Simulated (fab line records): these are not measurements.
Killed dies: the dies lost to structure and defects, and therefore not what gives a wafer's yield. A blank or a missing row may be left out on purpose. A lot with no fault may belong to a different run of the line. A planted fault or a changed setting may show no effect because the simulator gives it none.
fab line records	flow n5_finfet
record lots=7	wafers=21
route steps=1938 shown WELL_APT@39 FIN_SAQP@100 DUMMY_GATE@220
start_h: hours from the record's first day to the start of the lot's first wafer shown	wait_h: time in hours since the lot's previous step	" same as the row above	L1.1+2: one row covering several wafers at once	- no value, or no start given	* or withheld: withheld	< > ~ a bound
route shown NAME@n: a module of which the file shows steps, and the number in the route of the first	usual: the fault-free wafers' mean and standard deviation	same: alike in all rows	chamber/n: place in a boat	sites: per-site readings	_std_site: standard deviation across them	_edge_site: inner sites' mean taken away from outer sites' mean	radius_mm: for every site, how far away it sits from the centre of the wafer	mask NAME#n: copy n	behind: the tool/chamber that last shaped the wafer	hold: reason for holding the lot/hours on hold/outcome of the hold	device: whichever transistor did not switch (one of n, p or np)	end of line: tests run on the same wafers once the route is complete	a step given without rows: its recipe and nothing more	killed: count of dies lost to structure and defects at first sort (not the wafer's yield)	map: a wafer's dies, marking killed ones x, the rest . and places with no die _
set.NAME: the setting as run; set.NAME@STEP: as run at that earlier step	model.NAME: the simulator's own value behind a step, which no gauge read
one table per step and one row per wafer, for lots whose settings were changed on purpose
## steps
# step N5_WELL_APT_EXPOSE_22
# recipe mask_id=PWELL	na=0.8	source_shape=conventional	sigma_outer=0.8	polarization=unpolarized	defocus_nm=0	target_cd_nm=200	dose_mj=23.2
lot.wafer	tool	chamber	start_h	wait_h	mask	set.dose_mj
L075.2+3	krf_scanner-01	0	20.84	-	PWELL#0	23.2
L075.6	"	0	"	"	PWELL#0	22.08
L077.1+4+5	krf_scanner-02	0	32.78	-	PWELL#0	23.2
L082.2+4	krf_scanner-01	0	62.64	-	PWELL#0	21.95
L082.5	"	0	"	"	PWELL#0	23.2
L083.2+3	krf_scanner-01	0	68.63	-	PWELL#0	23.2
L083.6	"	0	"	"	PWELL#0	21.48
L088.1+2+6	krf_scanner-01	0	98.81	-	PWELL#0	24.07
L089.1	krf_scanner-02	0	104.76	-	PWELL#0	23.2
L089.3+4	"	0	"	"	PWELL#0	21.97
L097.2	krf_scanner-01	0	153.35	-	PWELL#0	23.2
L097.4+5	"	0	"	"	PWELL#0	21.73
# step N5_WELL_APT_PEB_23
# recipe peb_temp_c=130	peb_time_s=90
lot.wafer	tool	chamber	start_h	wait_h	set.peb_temp_c
L075.2+3+6	litho_track-04	0	20.89	0.0	130
L077.1+4+5	litho_track-05	0	32.84	0.1	130
L082.2+4	litho_track-02	0	62.69	0.0	128.4
L082.5	"	0	"	"	130
L083.2+6	litho_track-04	0	68.69	0.0	130
L083.3	"	0	"	"	128
L088.1+6	litho_track-02	0	98.87	0.1	126.7
L088.2	"	0	"	"	130
L089.1+3	litho_track-05	0	104.81	0.1	130
L089.4	"	0	"	"	133.1
L097.2+4	litho_track-05	0	153.40	0.0	130
L097.5	"	0	"	"	132
# step N5_WELL_APT_DEVELOP_24
# recipe develop_time_s=45	rinse_liquid=surfactant_rinse	dry=air_spin	dev_temp_c=21
# step N5_WELL_APT_HARDBAKE_29
# recipe temp_c=130	time_s=120
# step N5_WELL_APT_CD_MEAS_25
# recipe target_cd_nm=200	landing_energy_ev=500	detector=se_inlens
# usual cd_nm=200.4/2.2
lot.wafer	tool	chamber	start_h	wait_h	set.dose_mj@WELL_APT_EXPOSE_22	set.peb_temp_c@WELL_APT_PEB_23	cd_nm
L075.2	cd_sem-02	0	21.01	-	23.2	130	199.8
L075.3	"	0	"	"	23.2	130	201.5
L075.6	"	0	"	"	22.08	130	188.6
L077.1	cd_sem-02	0	32.95	-	23.2	130	200.8
L077.4	"	0	"	"	23.2	130	201.7
L077.5	"	0	"	"	23.2	130	201.5
L082.2	cd_sem-01	0	62.80	-	21.95	128.4	180.3
L082.4	"	0	"	"	21.95	128.4	181.1
L082.5	"	0	"	"	23.2	130	201.3
L083.2	cd_sem-03	0	68.80	-	23.2	130	198.6
L083.3	"	0	"	"	23.2	128	188.3
L083.6	"	0	"	"	21.48	130	181.9
L088.1	cd_sem-02	0	98.98	-	24.07	126.7	188.1
L088.2	"	0	"	"	24.07	130	207.7
L088.6	"	0	"	"	24.07	126.7	187.9
L089.1	cd_sem-01	0	104.93	-	23.2	130	201.6
L089.3	"	0	"	"	21.97	130	188.8
L089.4	"	0	"	"	21.97	133.1	206.9
L097.2	cd_sem-03	0	153.52	-	23.2	130	200.5
L097.4	"	0	"	"	21.73	130	190.4
L097.5	"	0	"	"	21.73	132	198.6
# step N5_WELL_APT_DESCUM_30
# recipe chemistry=O2	time_s=7.9	source_power_w=50	bias_power_w=20	pressure_mtorr=20	rf_frequency_hz=2.712e+07	temp_c=40	o2_flow_sccm=225
lot.wafer	tool	chamber	start_h	wait_h	set.dose_mj@WELL_APT_EXPOSE_22	set.peb_temp_c@WELL_APT_PEB_23	model.WELL_APT.cd_nm
L075.2	rie_diel-02	1	21.29	0.2	23.2	130	199.6
L075.3	"	3	"	"	23.2	130	201.3
L075.6	"	0	"	"	22.08	130	188.7
L077.1	rie_diel-02	0	33.04	0.0	23.2	130	200.5
L077.4	"	1	"	"	23.2	130	201.3
L077.5	"	2	"	"	23.2	130	201.5
L082.2	rie_diel-01	3	62.89	0.0	21.95	128.4	180.3
L082.4	"	0	"	"	21.95	128.4	181.4
L082.5	"	2	"	"	23.2	130	201.4
L083.2	rie_diel-01	2	68.89	0.0	23.2	130	198.6
L083.3	"	1	"	"	23.2	128	188.4
L083.6	"	3	"	"	21.48	130	182.1
L088.1	rie_diel-01	2	99.07	0.0	24.07	126.7	188
L088.2	"	0	"	"	24.07	130	207.3
L088.6	"	2	"	"	24.07	126.7	187.8
L089.1	rie_diel-02	3	105.10	0.1	23.2	130	201.5
L089.3	"	0	"	"	21.97	130	188.9
L089.4	"	2	"	"	21.97	133.1	207.2
L097.2	rie_diel-01	2	153.78	0.2	23.2	130	200.6
L097.4	"	1	"	"	21.73	130	190.6
L097.5	"	1	"	"	21.73	132	198.5
# step N5_FIN_SAQP_PECVD_06
# recipe material=a-Si	target_thk_a=600	temp_c=400	precursor=SiH4/He	pressure_torr=3	rf_w=100	time_s=48.1
lot.wafer	tool	chamber	start_h	wait_h	set.time_s	model.a-Si_of_FIN_SAQP_PECVD_06.thk_nm
L075.2	pecvd-02	2	27.49	0.0	48.1	61.46
L075.3	"	0	"	"	48.1	61.31
L075.6	"	0	"	"	48.1	62.14
L077.1	pecvd-03	1	38.80	0.0	48.1	58.39
L077.4	"	1	"	"	48.1	59.49
L077.5	"	0	"	"	48.1	59.4
L082.2	pecvd-02	0	68.42	0.0	48.1	60.8
L082.4	"	2	"	"	48.1	61.58
L082.5	"	0	"	"	48.1	61.63
L083.2	pecvd-04	2	74.49	0.0	49.93	62.67
L083.3	"	0	"	"	48.1	60.12
L083.6	"	2	"	"	49.93	63.61
L088.1	pecvd-03	1	105.37	0.0	41.97	50.75
L088.2	"	2	"	"	48.1	59.31
L088.6	"	2	"	"	41.97	53.09
L089.1	pecvd-02	0	111.22	0.0	48.1	60.55
L089.3	"	1	"	"	55.1	66.97
L089.4	"	2	"	"	55.1	69.52
L097.2	pecvd-04	0	160.12	0.0	42.85	52.71
L097.4	"	0	"	"	42.85	53.14
L097.5	"	2	"	"	48.1	60.89
# step N5_FIN_SAQP_THK_MEAS_07
# usual thk_nm=60.2/0.97
lot.wafer	tool	chamber	start_h	wait_h	set.time_s@FIN_SAQP_PECVD_06	thk_nm
L075.2	film_metro-01	-	27.58	0.1	48.1	61.5
L075.3	"	-	"	"	48.1	61.3
L075.6	"	-	"	"	48.1	62.1
L077.1	film_metro-01	-	38.92	0.1	48.1	58.3
L077.4	"	-	"	"	48.1	59.4
L077.5	"	-	"	"	48.1	59.4
L082.2	film_metro-02	-	68.51	0.1	48.1	60.8
L082.4	"	-	"	"	48.1	61.6
L082.5	"	-	"	"	48.1	61.6
L083.2	film_metro-01	-	74.58	0.1	49.93	62.7
L083.3	"	-	"	"	48.1	60.1
L083.6	"	-	"	"	49.93	63.6
L088.1	film_metro-01	-	105.46	0.1	41.97	50.7
L088.2	"	-	"	"	48.1	59.4
L088.6	"	-	"	"	41.97	53.1
L089.1	film_metro-02	-	111.31	0.1	48.1	60.6
L089.3	"	-	"	"	55.1	67.0
L089.4	"	-	"	"	55.1	69.5
L097.2	film_metro-02	-	160.21	0.1	42.85	52.7
L097.4	"	-	"	"	42.85	53.2
L097.5	"	-	"	"	48.1	60.9
# step N5_FIN_SAQP_EXPOSE_13
# recipe mask_id=FIN_CORE	na=1.35	source_shape=dipole	sigma_inner=0.538	sigma_outer=0.738	polarization=te	target_cd_nm=35.6	dose_mj=63.25
lot.wafer	tool	chamber	start_h	wait_h	mask	set.dose_mj
L075.2+3	arfi_scanner-02	0	27.97	-	FIN_CORE#0	63.25
L075.6	"	0	"	"	FIN_CORE#0	61.78
L077.1+4+5	arfi_scanner-01	0	39.17	-	FIN_CORE#0	63.25
L082.2	arfi_scanner-02	0	68.75	-	FIN_CORE#0	67.45
L082.4+5	"	0	"	"	FIN_CORE#0	63.25
L083.2+3+6	arfi_scanner-02	0	74.82	-	FIN_CORE#0	63.25
L088.1+2	arfi_scanner-01	0	105.69	-	FIN_CORE#0	59.37
L088.6	"	0	"	"	FIN_CORE#0	63.25
L089.1+3	arfi_scanner-01	0	111.54	-	FIN_CORE#0	66.89
L089.4	"	0	"	"	FIN_CORE#0	63.25
L097.2+4	arfi_scanner-01	0	160.45	-	FIN_CORE#0	64.76
L097.5	"	0	"	"	FIN_CORE#0	63.25
# step N5_FIN_SAQP_PEB_14
# recipe peb_temp_c=withheld	peb_time_s=60	resist=CAR-ArF
# step N5_FIN_SAQP_DEVELOP_15
# recipe develop_time_s=30	developer=TMAH	resist=CAR-ArF	dev_temp_c=23	rinse_liquid=diw	dry=air_spin
# step N5_FIN_SAQP_CD_MEAS_16
# recipe target_cd_nm=35.6	landing_energy_ev=500	detector=se_inlens
# usual cd_nm=35.7/0.34
lot.wafer	tool	chamber	start_h	wait_h	set.dose_mj@FIN_SAQP_EXPOSE_13	cd_nm
L075.2	cd_sem-01	0	28.09	-	63.25	36.2
L075.3	"	0	"	"	63.25	36.3
L075.6	"	0	"	"	61.78	37.1
L077.1	cd_sem-01	0	39.30	-	63.25	35.7
L077.4	"	0	"	"	63.25	35.1
L077.5	"	0	"	"	63.25	35.6
L082.2	cd_sem-02	0	68.87	-	67.45	33.8
L082.4	"	0	"	"	63.25	35.3
L082.5	"	0	"	"	63.25	35.2
L083.2	cd_sem-01	0	74.94	-	63.25	35.9
L083.3	"	0	"	"	63.25	35.8
L083.6	"	0	"	"	63.25	35.6
L088.1	cd_sem-02	0	105.82	-	59.37	37.5
L088.2	"	0	"	"	59.37	37.1
L088.6	"	0	"	"	63.25	35.2
L089.1	cd_sem-02	0	111.67	-	66.89	33.9
L089.3	"	0	"	"	66.89	33.8
L089.4	"	0	"	"	63.25	36.2
L097.2	cd_sem-01	0	160.57	-	64.76	35.1
L097.4	"	0	"	"	64.76	35.2
L097.5	"	0	"	"	63.25	35.4
# step N5_FIN_SAQP_HM_OPEN_73
# recipe chemistry=CHF3/O2	target=SiO2	stop_on=a-Si	target_depth_a=120	over_etch_frac=1.8	mask_material=SOC	time_s=16.8	pressure_mtorr=30	source_w=650	bias_w=170	Ar_flow_sccm=200	CHF3_flow_sccm=50	O2_flow_sccm=5	ion_energy_ev=200	ends=end_point
# step N5_FIN_SAQP_STRIP_74
# recipe chemistry=CHF3/O2	resist=SiARC	rf_frequency_hz=6e+07
# step N5_FIN_SAQP_MANDREL_ETCH_22
# recipe target_depth_a=600	chemistry=HBr/Cl2	target=a-Si	stop_on=SiNx	bt_time_s=10	over_etch_frac=0.5	time_s=30	pressure_mtorr=10	icp_w=800	bias_w=75	HBr_flow_sccm=150	Cl2_flow_sccm=80	ends=end_point
lot.wafer	tool	chamber	start_h	wait_h	set.time_s@FIN_SAQP_PECVD_06	model.etch.depth_nm
L075.2	rie_si-01	1	28.48	0.0	48.1	61.43
L075.3	"	0	"	"	48.1	61.29
L075.6	"	2	"	"	48.1	62.11
L077.1	rie_si-01	0	39.68	0.0	48.1	58.39
L077.4	"	2	"	"	48.1	59.48
L077.5	"	1	"	"	48.1	59.38
L082.2	rie_si-04	3	69.25	0.0	48.1	60.69
L082.4	"	2	"	"	48.1	61.56
L082.5	"	1	"	"	48.1	61.63
L083.2	rie_si-04	0	75.32	0.0	49.93	62.64
L083.3	"	1	"	"	48.1	60.01
L083.6	"	2	"	"	49.93	63.59
L088.1	rie_si-04	2	106.20	0.0	41.97	50.75
L088.2	"	1	"	"	48.1	59.31
L088.6	"	1	"	"	41.97	53.02
L089.1	rie_si-04	0	112.05	0.0	48.1	60.53
L089.3	"	3	"	"	55.1	66.86
L089.4	"	1	"	"	55.1	69.51
L097.2	rie_si-01	2	161.10	0.0	42.85	52.7
L097.4	"	0	"	"	42.85	53.14
L097.5	"	2	"	"	48.1	60.83
# step N5_FIN_SAQP_ETCH_65
# recipe chemistry=CF4	target=SiO2	target_depth_a=40	ion_energy_ev=350	time_s=4.4	pressure_mtorr=10	icp_w=800	bias_w=400	cf4_flow_sccm=80
lot.wafer	tool	chamber	start_h	wait_h	set.time_s	model.etch.depth_nm
L075.2	rie_si-05	1	30.36	0.1	4.4	3.872
L075.3	"	2	"	"	4.802	4.239
L075.6	"	0	"	"	4.802	4.345
L077.1	rie_si-05	3	41.57	0.1	4.4	4.067
L077.4	"	1	"	"	4.4	3.931
L077.5	"	3	"	"	4.4	4.028
L082.2	rie_si-04	0	71.48	0.1	4.4	3.956
L082.4	"	1	"	"	4.1	3.846
L082.5	"	1	"	"	4.4	4.11
L083.2	rie_si-01	1	77.65	0.1	4.4	3.913
L083.3	"	0	"	"	4.4	3.944
L083.6	"	3	"	"	4.4	3.966
L088.1	rie_si-04	3	108.22	0.1	4.4	3.928
L088.2	"	2	"	"	4.788	4.401
L088.6	"	2	"	"	4.788	4.369
L089.1	rie_si-04	2	114.22	0.1	4.4	4.022
L089.3	"	1	"	"	4.4	4.115
L089.4	"	3	"	"	4.4	3.932
L097.2	rie_si-04	3	163.53	0.1	4.4	3.92
L097.4	"	1	"	"	4.4	4.156
L097.5	"	0	"	"	4.4	3.974
# step N5_DUMMY_GATE_HM_DEP_06
# recipe material=SiNx	target_thk_a=800	precursor=DCS/NH3	temp_c=700	pressure_mtorr=300	time_s=5141
lot.wafer	tool	chamber	start_h	wait_h	set.time_s	model.SiNx_of_DUMMY_GATE_HM_DEP_06.thk_nm
L075.2	-	-	-	0.0	5784	89.8
L075.3	"	-	"	"	5784	89.4
L075.6	"	-	"	"	5784	89.6
L077.1	lpcvd-01	0/65	58.96	0.0	5141	80.4
L077.4	"	0/79	"	"	5141	80.6
L077.5	"	0/84	"	"	5141	80.8
L082.2	-	-	-	0.0	4902	76.4
L082.4+5	"	-	"	"	4902	76.2
L083.2	-	-	-	0.0	5615	87
L083.3+6	"	-	"	"	5615	86.6
L088.1	-	-	-	0.8	5141	78.8
L088.2	"	-	"	"	5141	80.2
L088.6	"	-	"	"	5141	79.6
L089.1	-	-	-	0.0	5736	88.8
L089.3	"	-	"	"	5736	89.2
L089.4	"	-	"	"	5736	89
L097.2+4	-	-	-	0.0	4748	74
L097.5	"	-	"	"	4748	74.2
# step N5_DUMMY_GATE_EXPOSE_12
# recipe mask_id=GATE	na=0.33	source_shape=annular	sigma_inner=0.2	sigma_outer=0.6	polarization=unpolarized	target_cd_nm=25	dose_mj=34
lot.wafer	tool	chamber	start_h	wait_h	mask	set.dose_mj
L075.2+3	euv_scanner-02	0	54.12	-	GATE#0	32.16
L075.6	"	0	"	"	GATE#0	34
L077.1+4+5	euv_scanner-02	0	63.10	-	GATE#0	34
L082.2	euv_scanner-02	0	92.64	-	GATE#0	34
L082.4+5	"	0	"	"	GATE#0	32.17
L083.2+3	euv_scanner-02	0	98.44	-	GATE#0	34
L083.6	"	0	"	"	GATE#0	36.43
L088.1+2+6	euv_scanner-02	0	133.80	-	GATE#0	34
L089.1+4	euv_scanner-02	0	134.90	-	GATE#0	34
L089.3	"	0	"	"	GATE#0	36.07
L097.2	euv_scanner-02	0	185.83	-	GATE#0	34
L097.4+5	"	0	"	"	GATE#0	31.91
# step N5_DUMMY_GATE_PEB_13
# recipe peb_temp_c=100	peb_time_s=60	resist=CAR-EUV
# step N5_DUMMY_GATE_DEVELOP_14
# recipe develop_time_s=30	developer=TMAH	resist=CAR-EUV	rinse_liquid=surfactant_rinse	dry=air_spin	dev_temp_c=23
# step N5_DUMMY_GATE_CD_MEAS_15
# recipe target_cd_nm=25.8	landing_energy_ev=500	detector=se_inlens
# usual cd_nm=25.08/0.27
lot.wafer	tool	chamber	start_h	wait_h	set.dose_mj@DUMMY_GATE_EXPOSE_12	cd_nm
L075.2	cd_sem-01	0	54.25	-	32.16	26.35
L075.3	"	0	"	"	32.16	25.97
L075.6	"	0	"	"	34	24.57
L077.1	cd_sem-03	0	63.23	-	34	25.25
L077.4	"	0	"	"	34	24.93
L077.5	"	0	"	"	34	25.07
L082.2	cd_sem-02	0	92.76	-	34	25.13
L082.4	"	0	"	"	32.17	26.14
L082.5	"	0	"	"	32.17	25.77
L083.2	cd_sem-01	0	98.57	-	34	24.86
L083.3	"	0	"	"	34	24.94
L083.6	"	0	"	"	36.43	23.66
L088.1	cd_sem-01	0	133.93	-	34	25.16
L088.2	"	0	"	"	34	25.11
L088.6	"	0	"	"	34	24.62
L089.1	cd_sem-03	0	135.03	-	34	24.95
L089.3	"	0	"	"	36.07	24.55
L089.4	"	0	"	"	34	25.30
L097.2	cd_sem-01	0	185.95	-	34	24.81
L097.4	"	0	"	"	31.91	26.15
L097.5	"	0	"	"	31.91	25.96
# step N5_DUMMY_GATE_STRIP_38
# recipe chemistry=N2/H2	temp_c=40	n2_flow_sccm=200	h2_flow_sccm=200	rf_frequency_hz=6e+07
# step N5_DUMMY_GATE_STRIP_39
# recipe chemistry=N2/H2	temp_c=40	n2_flow_sccm=200	h2_flow_sccm=200	rf_frequency_hz=6e+07
# step N5_DUMMY_GATE_TRIM_49
# recipe chemistry=O2	resist=SOC	time_s=29	target_cd_nm=14	source_power_w=300	bias_power_w=0	O2_flow_sccm=100	temp_c=20
lot.wafer	tool	chamber	start_h	wait_h	set.dose_mj@DUMMY_GATE_EXPOSE_12	model.DUMMY_GATE.cd_nm
L075.2	rie_si-06	1	54.60	0.0	32.16	14.2
L075.3	"	0	"	"	32.16	14.6
L075.6	"	3	"	"	34	13.8
L077.1+5	rie_si-06	0	63.58	0.0	34	13.8
L077.4	"	3	"	"	34	13.2
L082.2	rie_si-03	0	93.32	0.0	34	13.6
L082.4	"	1	"	"	32.17	14.8
L082.5	"	1	"	"	32.17	14.6
L083.2+3	rie_si-02	3,1	98.92	0.0	34	14
L083.6	"	1	"	"	36.43	12.8
L088.1	rie_si-03	0	134.29	0.0	34	13.2
L088.2	"	1	"	"	34	13.6
L088.6	"	2	"	"	34	13.8
L089.1+4	rie_si-03	3,2	135.38	0.0	34	14.2
L089.3	"	1	"	"	36.07	12.8
L097.2	rie_si-06	2	187.04	0.0	34	14.2
L097.4+5	"	0,1	"	"	31.91	14.8
# step N5_DUMMY_GATE_STRIP_40
# recipe chemistry=CF4	resist=SiARC	power_w=300	bias_power_w=75	pressure_mtorr=50	cf4_flow_sccm=150	rf_frequency_hz=6e+07
# step N5_DUMMY_GATE_ETCH_32
# recipe chemistry=CF4	target=SiO2	target_depth_a=35	time_s=3.9	ion_energy_ev=350	pressure_mtorr=10	icp_w=800	bias_w=400	cf4_flow_sccm=80
# step N5_DUMMY_GATE_ETCH_23
# recipe chemistry=HBr/Cl2/O2	HBr_flow_sccm=150	Cl2_flow_sccm=80	O2_flow_sccm=12	bias_w=102	target_depth_a=410	time_s=22.3	target=poly-Si	mask_material=SiO2	pressure_mtorr=10	icp_w=800
# step N5_DUMMY_GATE_ETCH_44
# recipe chemistry=HBr/O2	over_etch_frac=0.7	target_depth_a=1275	stop_on=SiO2	ion_energy_ev=60	bias_w=20	target=poly-Si	mask_material=SiO2	pressure_mtorr=20	icp_w=400	HBr_flow_sccm=120	O2_flow_sccm=10
lot.wafer	tool	chamber	start_h	wait_h	set.dose_mj@DUMMY_GATE_EXPOSE_12	model.DUMMY_GATE.cd_nm
L075.2	rie_si-02	1	55.22	0.0	32.16	15
L075.3	"	2	"	"	32.16	15.6
L075.6	"	1	"	"	34	14.8
L077.1+4	rie_si-02	1,0	64.12	0.0	34	14.6
L077.5	"	0	"	"	34	15
L082.2	rie_si-02	0	93.85	0.0	34	14.2
L082.4	"	1	"	"	32.17	15.6
L082.5	"	3	"	"	32.17	15.4
L083.2	rie_si-06	1	99.45	0.0	34	15
L083.3	"	0	"	"	34	14.8
L083.6	"	3	"	"	36.43	13.8
L088.1+2	rie_si-02	0,3	135.09	0.0	34	14.4
L088.6	"	3	"	"	34	14.8
L089.1+4	rie_si-06	3,0	136.40	0.0	34	15.2
L089.3	"	1	"	"	36.07	14
L097.2	rie_si-06	2	187.92	0.0	34	15.4
L097.4+5	"	1,0	"	"	31.91	15.8
# step N5_DUMMY_GATE_ETCH_42
# recipe chemistry=CHF3/O2	target=SiO2	target_depth_a=35	time_s=31	ion_energy_ev=30	bias_w=12	pressure_mtorr=30	source_w=600	Ar_flow_sccm=200	CHF3_flow_sccm=50	O2_flow_sccm=5
lot.wafer	tool	chamber	start_h	wait_h	set.dose_mj@DUMMY_GATE_EXPOSE_12	model.DUMMY_GATE.cd_nm
L075.2	rie_diel-03	1	55.38	0.0	32.16	15
L075.3	"	2	"	"	32.16	15.6
L075.6	"	2	"	"	34	14.8
L077.1+4	rie_diel-04	3,2	64.28	0.0	34	14.6
L077.5	"	2	"	"	34	15
L082.2	rie_diel-04	3	94.01	0.0	34	14.4
L082.4	"	1	"	"	32.17	15.6
L082.5	"	1	"	"	32.17	15.4
L083.2	rie_diel-05	3	99.61	0.0	34	15
L083.3	"	0	"	"	34	14.8
L083.6	"	2	"	"	36.43	13.8
L088.1+2	rie_diel-03	2,1	135.25	0.0	34	14.4
L088.6	"	3	"	"	34	14.8
L089.1+4	rie_diel-05	3,2	136.64	0.1	34	15.2
L089.3	"	1	"	"	36.07	14
L097.2	rie_diel-03	1	188.44	0.4	34	15.4
L097.4	"	3	"	"	31.91	15.6
L097.5	"	3	"	"	31.91	15.8
## key
split step=N5_WELL_APT_EXPOSE_22	setting=dose_mj	stated=23.2	by=wafer
response step=N5_WELL_APT_CD_MEAS_25	reading=cd_nm	slope=+2.2	per=1%	together_with=peb_temp_c@WELL_APT_PEB_23	explained=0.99
response step=N5_WELL_APT_DESCUM_30	reading=model.WELL_APT.cd_nm	slope=+2.18	per=1%	together_with=peb_temp_c@WELL_APT_PEB_23	explained=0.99
split step=N5_WELL_APT_PEB_23	setting=peb_temp_c	stated=130	by=wafer
response step=N5_WELL_APT_CD_MEAS_25	reading=cd_nm	slope=+7.29	per=1%	together_with=dose_mj@WELL_APT_EXPOSE_22	explained=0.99
response step=N5_WELL_APT_DESCUM_30	reading=model.WELL_APT.cd_nm	slope=+7.24	per=1%	together_with=dose_mj@WELL_APT_EXPOSE_22	explained=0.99
split step=N5_FIN_SAQP_PECVD_06	setting=time_s	stated=48.1	by=wafer
response step=N5_FIN_SAQP_PECVD_06	reading=model.a-Si_of_FIN_SAQP_PECVD_06.thk_nm	change=+0.6	per=1%	r=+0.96
response step=N5_FIN_SAQP_THK_MEAS_07	reading=thk_nm	change=*	per=1%	r=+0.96
response step=N5_FIN_SAQP_MANDREL_ETCH_22	reading=model.etch.depth_nm	change=+0.599	per=1%	r=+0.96
split step=N5_FIN_SAQP_EXPOSE_13	setting=dose_mj	stated=63.25	by=wafer
response step=N5_FIN_SAQP_CD_MEAS_16	reading=cd_nm	change=-0.308	per=1%	r=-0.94
split step=N5_FIN_SAQP_ETCH_65	setting=time_s	stated=4.4	by=wafer
response step=N5_FIN_SAQP_ETCH_65	reading=model.etch.depth_nm	change=+0.044	per=1%	r=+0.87
split step=N5_DUMMY_GATE_HM_DEP_06	setting=time_s	stated=5141	by=lot
response step=N5_DUMMY_GATE_HM_DEP_06	reading=model.SiNx_of_DUMMY_GATE_HM_DEP_06.thk_nm	change=+0.769	per=1%	r=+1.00
split step=N5_DUMMY_GATE_EXPOSE_12	setting=dose_mj	stated=34	by=wafer
response step=N5_DUMMY_GATE_CD_MEAS_15	reading=cd_nm	change=-0.18	per=1%	r=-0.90
response step=N5_DUMMY_GATE_TRIM_49	reading=model.DUMMY_GATE.cd_nm	change=-0.163	per=1%	r=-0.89
response step=N5_DUMMY_GATE_ETCH_44	reading=model.DUMMY_GATE.cd_nm	change=-0.148	per=1%	r=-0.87
response step=N5_DUMMY_GATE_ETCH_42	reading=model.DUMMY_GATE.cd_nm	change=-0.139	per=1%	r=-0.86
